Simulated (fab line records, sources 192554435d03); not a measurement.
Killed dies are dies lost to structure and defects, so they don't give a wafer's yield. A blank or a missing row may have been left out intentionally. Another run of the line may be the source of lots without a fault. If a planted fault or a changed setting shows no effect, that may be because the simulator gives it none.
Chamber matching / flow n5-finfet / N5_BEOL_M7_CURE_75 on uv-cure-01 has 3 sister chambers
The step cures SiCOH lowk, time 120 s. 3 wafers are shown with their chamber, then 7 later ones without.

## EACH WAFER AND ITS CHAMBER
wafer=L075.6 chamber=1 wafer_temp_C_max=371.9
wafer=L081.5 chamber=0 wafer_temp_C_max=371.8
wafer=L082.3 chamber=2 wafer_temp_C_max=371.8

## WAFERS WHOSE CHAMBER IS MISSING
wafer=L082.5 wafer_temp_C_max=371.6
wafer=L090.3 wafer_temp_C_max=370.9
wafer=L090.4 wafer_temp_C_max=370.8
wafer=L090.5 wafer_temp_C_max=370.9
wafer=L094.1 wafer_temp_C_max=371.4
wafer=L094.5 wafer_temp_C_max=371.7
wafer=L094.6 wafer_temp_C_max=371.3

## WHICH CHAMBER EACH ONE RAN IN
wafer=L082.5; from the rows above=can't be placed: 0 or 2 or 1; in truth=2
wafer=L090.3; from the rows above=can't be placed: 0 or 2 or 1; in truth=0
wafer=L090.4; from the rows above=can't be placed: 0 or 2 or 1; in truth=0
wafer=L090.5; from the rows above=can't be placed: 0 or 2 or 1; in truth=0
wafer=L094.1; from the rows above=can't be placed: 0 or 2 or 1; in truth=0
wafer=L094.5; from the rows above=can't be placed: 0 or 2 or 1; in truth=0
wafer=L094.6; from the rows above=can't be placed: 0 or 2 or 1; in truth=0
Correctly placed: 0 of 7. Cannot be placed on the basis of these rows: 7; the candidates contain the true chamber in 7. Number placed wrongly: 0.
How it was worked out, from the rows above alone: a wafer's distance from a chamber is the root of the sum, over the readings, of the square of ((its reading less the chamber's mean) divided by the reading's scatter). If the next closest chamber is less than 2 further off than the closest, the wafer can't be placed; otherwise it belongs to the closest. Each chamber's mean is taken over the wafers shown for it. The scatter: root of mean squared gap, hidden wafer to nearest shown wafer, with one shown wafer a chamber.
